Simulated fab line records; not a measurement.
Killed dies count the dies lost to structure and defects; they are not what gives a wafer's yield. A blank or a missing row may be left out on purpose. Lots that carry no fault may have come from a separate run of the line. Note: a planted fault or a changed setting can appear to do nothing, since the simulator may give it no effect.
fab line records	flow n5-finfet
record lots=7	wafers=39
route steps=1938 shown ZERO_LAYER@16 SD_EPI_N@275 ILD0@342 MOL_CONTACT_COAG@608 BEOL_M0_SAQP@695 BEOL_M4@1064
start-h: start of the lot's first displayed wafer, in hours after the record's first day	wait-h: how many hours have passed since the lot's step before this one	" repeats the value in the row above	L1.1+2: a row that stands for several wafers	- no value, or no start was given	* or withheld: withheld	< > ~ a bound
route shown NAME@n: a module of which the file shows steps, and the number in the route of the first	usual: mean/standard deviation of fault-free wafers	same: alike in all rows	chamber/n: place in a boat	sites: each site's reading	_std_site: the values' standard deviation	_edge_site: the outer-site mean with the inner-site mean subtracted	radius-mm: for every site, how far away it sits from the centre of the wafer	mask NAME#n: copy n	behind: the last tool/chamber to shape the wafer	hold: cause of the lot's hold/its duration in hours/its outcome	device: the transistor (n, p or np) that didn't switch	end of line: the same wafers' tests at the end of the route	for a step that has no rows: nothing shown but its recipe	killed: count of dies lost to structure and defects at first sort (not the wafer's yield)	map: shows each die of a wafer: x if killed, . if not, _ if none is there
set.NAME: the run value of the setting; set.NAME@STEP: its run value at that earlier step	model.NAME: the simulator's own value behind a step, which no gauge read
lots whose settings were changed on purpose; a table a step, a row a wafer
## steps
# step N5_ZERO_LAYER_ETCH_18
# recipe chemistry=HBr/Cl2	target=Si	target-depth-a=1200	time-s=40	pressure-mtorr=10	icp-w=800	bias-w=75	HBr_flow_sccm=150	Cl2_flow_sccm=80
lot.wafer	tool	chamber	start-h	wait-h	set.target-depth-a	model.etch.depth-nm	model.ZERO_LAYER.feature-depth-nm	model.coat_of_ZERO_LAYER_COAT_05.thk-nm
L077.1	rie-si-03	1	30.81	0.0	1200	118.3	118.3	930.7
L077.2	"	3	"	"	1594	158.7	158.7	917.4
L077.3	"	0	"	"	1200	122.5	122.5	929.3
L077.4	"	2	"	"	1594	159.6	159.6	914.7
L077.5	"	0	"	"	1594	164.3	164.3	913.8
L077.6	"	3	"	"	1200	120.5	120.5	929.1
L079.1	rie-si-06	2	42.91	0.0	1200	120.9	120.9	924.8
L079.2	"	1	"	"	1648	160	160	918.1
L079.3	"	0	"	"	1200	118.6	118.6	927.9
L079.4	"	3	"	"	1200	120.5	120.5	927.1
L079.5	"	3	"	"	1648	165.9	165.9	914.5
L079.6	"	2	"	"	1648	165.6	165.6	911.4
L082.1	rie-si-06	0	60.92	0.0	1200	119	119	930.6
L082.2	"	3	"	"	1506	151	151	919.3
L082.3	"	1	"	"	1506	146.1	146.1	923.6
L082.4	"	2	"	"	1200	119.1	119.1	931.9
L082.5	"	2	"	"	1506	151.1	151.1	919.4
L082.6	"	3	"	"	1200	120.7	120.7	932.8
L083.1	rie-si-01	1	66.92	0.1	1200	116.3	116.3	928.9
L083.2	"	2	"	"	1200	117.5	117.5	930.6
L083.3	"	0	"	"	1200	118	118	935.9
L083.4	"	3	"	"	1200	118	118	930.1
L083.5	"	1	"	"	1200	117.1	117.1	929.9
L083.6	"	2	"	"	1200	119.4	119.4	931.6
L087.1	rie-si-03	2	90.79	0.0	1200	118.8	118.8	931.1
L087.2	"	3	"	"	1200	119.4	119.4	934
L087.3	"	1	"	"	1200	118	118	930.8
L087.4	"	0	"	"	1200	122.2	122.2	925.8
L087.5	"	2	"	"	1200	119.9	119.9	928.4
L087.6	"	1	"	"	1200	118.9	118.9	929.6
L089.1	rie-si-06	1	102.79	0.0	1200	115.8	115.8	931.7
L089.2	"	0	"	"	656.3	65.37	65.37	946.4
L089.3	"	3	"	"	656.3	65.52	65.52	946.8
L089.4	"	2	"	"	1200	120	120	927.8
L089.5	"	0	"	"	656.3	65.85	65.85	945.4
L089.6	"	3	"	"	1200	119.8	119.8	928.4
L097.2	rie-si-03	3	150.79	0.0	1200	119.1	119.1	929.4
L097.4	"	0	"	"	1200	119.4	119.4	933.3
L097.5	"	1	"	"	1200	117.7	117.7	928.8
# step N5_ZERO_LAYER_STRIP_24
# recipe chemistry=O2	power-w=1000	temp-c=250	overash-fraction=0.3	pressure-mtorr=1000	o2-flow-sccm=6750
# usual strip-time-to-endpoint-s=43.82/0.072
lot.wafer	tool	chamber	start-h	wait-h	set.target-depth-a@ZERO_LAYER_ETCH_18	strip-time-to-endpoint-s
L077.1	plasma-asher-02	1	30.92	0.1	1200	43.86
L077.2	"	0	"	"	1594	43.44
L077.3	"	0	"	"	1200	43.81
L077.4	"	1	"	"	1594	43.37
L077.5	"	0	"	"	1594	43.36
L077.6	"	1	"	"	1200	43.79
L079.1	plasma-asher-01	1	43.02	0.1	1200	43.66
L079.2	"	0	"	"	1648	43.49
L079.3	"	1	"	"	1200	43.78
L079.4	"	0	"	"	1200	43.75
L079.5	"	0	"	"	1648	43.37
L079.6	"	1	"	"	1648	43.27
L082.1	plasma-asher-01	1	61.02	0.1	1200	43.84
L082.2	"	0	"	"	1506	43.52
L082.3	"	1	"	"	1506	43.64
L082.4	"	0	"	"	1200	43.90
L082.5	"	1	"	"	1506	43.52
L082.6	"	0	"	"	1200	43.92
L083.1	plasma-asher-02	0	67.03	0.1	1200	43.80
L083.2	"	1	"	"	1200	43.86
L083.3	"	1	"	"	1200	44.00
L083.4	"	0	"	"	1200	43.84
L083.5	"	0	"	"	1200	43.83
L083.6	"	1	"	"	1200	43.90
L087.1	plasma-asher-01	0	90.89	0.1	1200	43.87
L087.2	"	1	"	"	1200	43.97
L087.3	"	1	"	"	1200	43.85
L087.4	"	0	"	"	1200	43.71
L087.5	"	0	"	"	1200	43.79
L087.6	"	1	"	"	1200	43.84
L089.1	plasma-asher-01	0	102.90	0.1	1200	43.88
L089.2	"	1	"	"	656.3	44.34
L089.3	"	1	"	"	656.3	44.34
L089.4	"	0	"	"	1200	43.77
L089.5	"	0	"	"	656.3	44.29
L089.6	"	1	"	"	1200	43.78
L097.2	plasma-asher-01	1	150.89	0.1	1200	43.81
L097.4	"	1	"	"	1200	43.93
L097.5	"	1	"	"	1200	43.79
# step N5_SD_EPI_N_ETCH_35
# recipe chemistry=N2/H2	target=SOC	overetch-a=1080	mask-material=SiARC	temp-c=40	ion-energy-ev=100	source-w=3000	bias-w=133	pressure-mtorr=20	time-s=486	n2-flow-sccm=200	h2-flow-sccm=200
lot.wafer	tool	chamber	start-h	wait-h	set.time-s	model.SD_EPI_N.cd-nm	model.SiARC_of_SD_EPI_N_COAT_33.thk-nm
L077.1	rie-diel-04	3	67.42	0.0	235.4	112	27.4
L077.2	"	2	"	"	235.4	112.8	27.8
L077.3	"	1	"	"	486	120.6	20.4
L077.4	"	0	"	"	486	120	20.6
L077.5	"	2	"	"	486	119	20.2
L077.6	"	1	"	"	235.4	112.8	28
L079.1	rie-diel-04	0	81.35	0.0	486	119.6	20.4
L079.2	"	3	"	"	486	121.4	19.6
L079.3	"	2	"	"	486	119.6	20.2
L079.4	"	1	"	"	256.1	114.8	27.2
L079.5	"	3	"	"	256.1	114.6	26.8
L079.6	"	2	"	"	256.1	111.8	27.2
L082.1	rie-diel-04	3	95.48	0.0	486	122.2	19.6
L082.2	"	0	"	"	486	121.2	20.4
L082.3	"	1	"	"	486	119.6	20.4
L082.4	"	2	"	"	486	119.8	20.2
L082.5	"	3	"	"	486	122.8	19.4
L082.6	"	0	"	"	486	121.6	20.4
L083.1	rie-diel-05	1	102.26	0.0	486	119.4	20.8
L083.2	"	2	"	"	486	117.6	19.6
L083.3	"	3	"	"	323.2	113.6	24.6
L083.4	"	0	"	"	323.2	118.6	24.8
L083.5	"	2	"	"	486	118.2	19.6
L083.6	"	3	"	"	323.2	115.2	24.6
L087.1	rie-diel-05	0	132.99	0.0	486	122.2	19.4
L087.2	"	1	"	"	486	119.6	20.6
L087.3	"	3	"	"	486	119.6	19
L087.4	"	2	"	"	486	119.8	19.4
L087.5	"	3	"	"	486	120	19.2
L087.6	"	2	"	"	486	117.6	19.4
L089.1+5	rie-diel-04	2	147.03	0.0	486	119.8	20.4
L089.2	"	3	"	"	486	120.2	19.8
L089.3	"	1	"	"	486	121.2	20.2
L089.4	"	1	"	"	486	121	20.4
L089.6	"	3	"	"	486	119.8	19.6
L097.2	rie-diel-04	2	186.99	0.0	486	119.2	20.2
L097.4	"	2	"	"	486	118.4	20.2
L097.5	"	0	"	"	486	120.4	19.8
# step N5_SD_EPI_N_STRIP_36
# recipe chemistry=N2/H2	temp-c=40	n2-flow-sccm=200	h2-flow-sccm=200	rf-frequency-hz=6e+07
# step N5_SD_EPI_N_ETCHBACK_44
# recipe chemistry=CH3F/O2	mode=anisotropic-etchback	target=SiNx	target-depth-a=145	stop-on=SiO2	over-etch-frac=0.3	ion-energy-ev=120	pressure-mtorr=30	source-w=395	bias-w=73	Ar_flow_sccm=150	CH3F_flow_sccm=30	O2_flow_sccm=20
# usual oes-product-au=0.65/0.074
lot.wafer	tool	chamber	start-h	wait-h	set.time-s@SD_EPI_N_ETCH_35	oes-product-au
L077.1	rie-diel-04	3	67.74	0.0	235.4	0.26
L077.2	"	2	"	"	235.4	0.27
L077.3	"	1	"	"	486	0.61
L077.4	"	0	"	"	486	0.59
L077.5	"	2	"	"	486	0.62
L077.6	"	1	"	"	235.4	0.27
L079.1	rie-diel-04	0	81.67	0.0	486	0.59
L079.2	"	3	"	"	486	0.60
L079.3	"	2	"	"	486	0.62
L079.4	"	1	"	"	256.1	0.27
L079.5	"	3	"	"	256.1	0.27
L079.6	"	2	"	"	256.1	0.27
L082.1	rie-diel-04	3	95.80	0.0	486	0.60
L082.2	"	0	"	"	486	0.60
L082.3	"	1	"	"	486	0.61
L082.4	"	2	"	"	486	0.62
L082.5	"	3	"	"	486	0.60
L082.6	"	0	"	"	486	0.59
L083.1	rie-diel-05	1	102.59	0.0	486	0.72
L083.2	"	2	"	"	486	0.68
L083.3	"	3	"	"	323.2	0.27
L083.4	"	0	"	"	323.2	0.27
L083.5	"	2	"	"	486	0.69
L083.6	"	3	"	"	323.2	0.26
L087.1	rie-diel-05	0	133.32	0.0	486	0.61
L087.2	"	1	"	"	486	0.71
L087.3	"	3	"	"	486	0.60
L087.4	"	2	"	"	486	0.68
L087.5	"	3	"	"	486	0.60
L087.6	"	2	"	"	486	0.67
L089.1	rie-diel-04	2	147.36	0.0	486	0.61
L089.2	"	3	"	"	486	0.58
L089.3	"	1	"	"	486	0.60
L089.4	"	1	"	"	486	0.60
L089.5	"	2	"	"	486	0.60
L089.6	"	3	"	"	486	0.59
L097.2	rie-diel-04	2	187.32	0.0	486	0.60
L097.4	"	2	"	"	486	0.59
L097.5	"	0	"	"	486	0.78
# step N5_ILD0_PRECLEAN_10
# recipe chemistry=NF3:NH3	afs-cycles=5	time-s=20	temp-c=30	sublimation-temp-c=180	sublimation-time-s=60	pressure-torr=3	rf-power-w=30
lot.wafer	tool	chamber	start-h	wait-h	set.time-s	model.SiO2_flowable_of_ILD0_FCVD_FILL_01.thk-nm
L077.1	remote-plasma-02	0	79.31	0.0	27.38	115.2
L077.2	"	0	"	"	20	119.6
L077.3	"	0	"	"	27.38	111.8
L077.4	"	0	"	"	27.38	116.6
L077.5	"	0	"	"	20	122.2
L077.6	"	0	"	"	20	117.2
L079.1	remote-plasma-02	0	93.50	0.0	30.15	113.6
L079.2+4	"	0	"	"	30.15	113.2
L079.3+5	"	0	"	"	20	120
L079.6	"	0	"	"	20	120.2
L082.1	remote-plasma-02	0	108.07	0.0	15.1	123.4
L082.2+5	"	0	"	"	20	119
L082.3	"	0	"	"	15.1	122
L082.4	"	0	"	"	15.1	122.8
L082.6	"	0	"	"	20	117.4
L083.1	remote-plasma-01	0	114.28	0.0	16.65	125
L083.2	"	0	"	"	20	121.2
L083.3	"	0	"	"	16.65	126.6
L083.4	"	0	"	"	16.65	122.4
L083.5	"	0	"	"	20	118.8
L083.6	"	0	"	"	20	123.4
L087.1	remote-plasma-02	1	147.20	0.0	20	118.6
L087.2+4+6	"	1	"	"	20	119.8
L087.3	"	1	"	"	20	119
L087.5	"	1	"	"	20	118.8
L089.1	remote-plasma-01	0	160.76	0.0	27.44	114.8
L089.2	"	0	"	"	20	119.4
L089.3	"	0	"	"	27.44	112.8
L089.4	"	0	"	"	20	120
L089.5	"	0	"	"	20	119.6
L089.6	"	0	"	"	27.44	114.4
L097.2	remote-plasma-01	1	201.38	0.1	20	119
L097.4	"	1	"	"	20	118.2
L097.5	"	1	"	"	20	119.4
# step N5_MOL_CONTACT_COAG_ALD_133
# recipe material=SiO2	target-thk-a=50	temp-c=100	ald-precursor-family=BDEAS	ald-co-reactant=O2-plasma	pulse-time-s=1	co-reactant-pulse-time-s=1	purge-time-s=2	co-reactant-purge-time-s=2	ald-cycles=35	pressure-torr=2
lot.wafer	tool	chamber	start-h	wait-h	set.ald-cycles	model.SiO2_of_MOL_CONTACT_COAG_ALD_133.thk-nm
L077.1+4+6	ald-sin-04	0,1,0	120.27	0.1	35	5
L077.2+3+5	"	2,3,1	"	"	43	6.2
L079.1+2+6	ald-sin-02	3,1,0	130.90	0.1	35	5
L079.3+4+5	"	0,2,1	"	"	43	6.2
L082.1+2+3	ald-sin-04	3,0,1	147.27	0.1	19	2.6
L082.4+5+6	"	2,1,0	"	"	35	5
L083.1+2+3+4+5+6	ald-sin-03	1,0,3,2,1,0	150.53	0.1	35	5
L087.1+2+3+4+5+6	ald-sin-02	1,0,2,3,0,1	187.52	0.3	35	5
L089.1+5+6	ald-sin-04	2,1,0	198.86	0.2	35	5
L089.2+3+4	"	0,3,1	"	"	47	6.8
L097.2+4+5	ald-sin-02	3,3,0	241.34	0.1	35	5
# step N5_BEOL_M0_SAQP_CUT_ETCH_46
# recipe chemistry=N2/H2	target=SOC	target-depth-a=1350	overetch-a=270	temp-c=40	time-s=202.5	ion-energy-ev=200	mask-material=SiARC	pressure-mtorr=30	source-w=840	bias-w=150	n2-flow-sccm=200	h2-flow-sccm=200
lot.wafer	tool	chamber	start-h	wait-h	set.target-depth-a	model.SiARC_of_BEOL_M0_SAQP_COAT_72.thk-nm
L077.1	rie-diel-06	3	131.28	0.0	1350	5.2
L077.2	"	0	"	"	886.4	7.6
L077.3	"	2	"	"	886.4	8.2
L077.4	"	0	"	"	1350	4.8
L077.5	"	2	"	"	1350	5.6
L077.6	"	3	"	"	886.4	8
L079.1	rie-diel-02	2	142.98	0.0	1350	5
L079.2+3+6	"	3,0,0	"	"	1033	7.2
L079.4+5	"	1	"	"	1350	4.6
L082.1	rie-diel-06	1	158.30	0.0	1712	1.8
L082.2	"	0	"	"	1350	4.6
L082.3	"	2	"	"	1712	3.2
L082.4	"	3	"	"	1350	5
L082.5	"	3	"	"	1712	2.8
L082.6	"	0	"	"	1350	4.8
L083.1+5	rie-diel-06	1	162.55	0.0	1350	4.4
L083.2	"	3	"	"	1350	5.2
L083.3	"	0	"	"	1350	4.8
L083.4+6	"	2	"	"	1350	5.6
L087.1+6	rie-diel-06	2	201.72	0.0	1350	5.6
L087.2	"	3	"	"	1350	5.4
L087.3	"	1	"	"	1350	4.6
L087.4	"	0	"	"	1350	4.8
L087.5	"	3	"	"	1350	5.2
L089.1+4	rie-diel-02	1,2	209.90	0.0	1350	4.6
L089.2	"	0	"	"	1847	2.4
L089.3	"	3	"	"	1350	5.2
L089.5	"	2	"	"	1847	1.6
L089.6	"	1	"	"	1847	1.4
L097.2	rie-diel-03	1	252.87	0.0	1350	5.2
L097.4	"	2	"	"	1350	5
L097.5	"	3	"	"	1350	5.8
# step N5_BEOL_M4_ETCH_70
# recipe chemistry=N2/H2	target=SOC	target-depth-a=800	overetch-a=240	mask-material=SiARC	temp-c=40	time-s=130	ion-energy-ev=200	pressure-mtorr=30	source-w=840	bias-w=150	n2-flow-sccm=200	h2-flow-sccm=200
lot.wafer	tool	chamber	start-h	wait-h	set.time-s	model.etch.depth-nm	model.SiARC_of_BEOL_M4_COAT_68.thk-nm
L077.1	rie-diel-04	1	186.44	0.0	130	60.06	6.2
L077.2	"	2	"	"	130	59.92	5.8
L077.3	"	0	"	"	53.44	42.5	9.4
L077.4	"	1	"	"	53.44	41.28	9.6
L077.5	"	0	"	"	130	60.09	5.8
L077.6	"	2	"	"	53.44	40.81	9.4
L079.1	rie-diel-01	3	190.00	0.0	194	60.09	2.4
L079.2	"	0	"	"	130	60.05	5.6
L079.3	"	1	"	"	194	60.08	3.4
L079.4	"	2	"	"	130	60.03	5.2
L079.5	"	2	"	"	130	60.15	5.2
L079.6	"	3	"	"	194	60.11	2.6
L082.1	rie-diel-01	0	209.66	0.0	109.7	60.17	6.6
L082.2	"	2	"	"	109.7	60.12	6.2
L082.3	"	1	"	"	130	59.93	6.2
L082.4	"	2	"	"	130	59.93	5.2
L082.5	"	0	"	"	109.7	59.86	6.6
L082.6	"	1	"	"	130	60.09	6.2
L083.1	rie-diel-04	3	217.08	0.0	130	60.17	5.6
L083.2	"	0	"	"	130	60.28	6
L083.3+5	"	1,0	"	"	130	60.15	6
L083.4	"	3	"	"	130	60.11	5.6
L083.6	"	1	"	"	130	60.2	6
L087.1	rie-diel-05	1	247.93	0.0	185.4	60.08	4
L087.2	"	3	"	"	130	60.14	5.8
L087.3	"	2	"	"	130	60.27	5.8
L087.4	"	3	"	"	130	60.34	5.8
L087.5	"	1	"	"	185.4	60.2	3.8
L087.6	"	2	"	"	185.4	60.31	3.2
L089.1	rie-diel-01	0	258.84	0.0	66.14	51.08	8.8
L089.2	"	1	"	"	66.14	50.37	9.2
L089.3	"	3	"	"	130	60.13	5.8
L089.4	"	2	"	"	130	60.05	5.4
L089.5	"	0	"	"	66.14	51.55	8.8
L089.6	"	3	"	"	130	60.33	5.6
L097.2	rie-diel-01	2	302.47	0.0	130	59.77	5.2
L097.4	"	1	"	"	130	59.76	6.2
L097.5	"	1	"	"	130	59.69	6.2
## key
split step=N5_ZERO_LAYER_ETCH_18	setting=target-depth-a	stated=1200	by=wafer
response step=N5_ZERO_LAYER_ETCH_18	reading=model.etch.depth-nm	change=+1.18	per=1%	r=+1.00
response step=N5_ZERO_LAYER_ETCH_18	reading=model.ZERO_LAYER.feature-depth-nm	change=+1.18	per=1%	r=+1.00
response step=N5_ZERO_LAYER_ETCH_18	reading=model.coat_of_ZERO_LAYER_COAT_05.thk-nm	change=-0.38	per=1%	r=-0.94
response step=N5_ZERO_LAYER_STRIP_24	reading=strip-time-to-endpoint-s	change=*	per=1%	r=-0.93
split step=N5_SD_EPI_N_ETCH_35	setting=time-s	stated=486	by=wafer
response step=N5_SD_EPI_N_ETCH_35	reading=model.SD_EPI_N.cd-nm	change=+0.128	per=1%	r=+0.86
response step=N5_SD_EPI_N_ETCH_35	reading=model.SiARC_of_SD_EPI_N_COAT_33.thk-nm	change=-0.144	per=1%	r=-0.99
response step=N5_SD_EPI_N_ETCHBACK_44	reading=oes-product-au	change=+0.00798	per=1%	r=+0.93
split step=N5_ILD0_PRECLEAN_10	setting=time-s	stated=20	by=wafer
response step=N5_ILD0_PRECLEAN_10	reading=model.SiO2_flowable_of_ILD0_FCVD_FILL_01.thk-nm	change=-0.146	per=1%	r=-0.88
split step=N5_MOL_CONTACT_COAG_ALD_133	setting=ald-cycles	stated=35	by=wafer
response step=N5_MOL_CONTACT_COAG_ALD_133	reading=model.SiO2_of_MOL_CONTACT_COAG_ALD_133.thk-nm	change=+0.0525	per=1%	r=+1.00
split step=N5_BEOL_M0_SAQP_CUT_ETCH_46	setting=target-depth-a	stated=1350	by=wafer
response step=N5_BEOL_M0_SAQP_CUT_ETCH_46	reading=model.SiARC_of_BEOL_M0_SAQP_COAT_72.thk-nm	change=-0.0844	per=1%	r=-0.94
split step=N5_BEOL_M4_ETCH_70	setting=time-s	stated=130	by=wafer
response step=N5_BEOL_M4_ETCH_70	reading=model.etch.depth-nm	shape=bent	at-lowest=41.53	at-stated=60.07	at-highest=60.09
response step=N5_BEOL_M4_ETCH_70	reading=model.SiARC_of_BEOL_M4_COAT_68.thk-nm	change=-0.0576	per=1%	r=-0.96
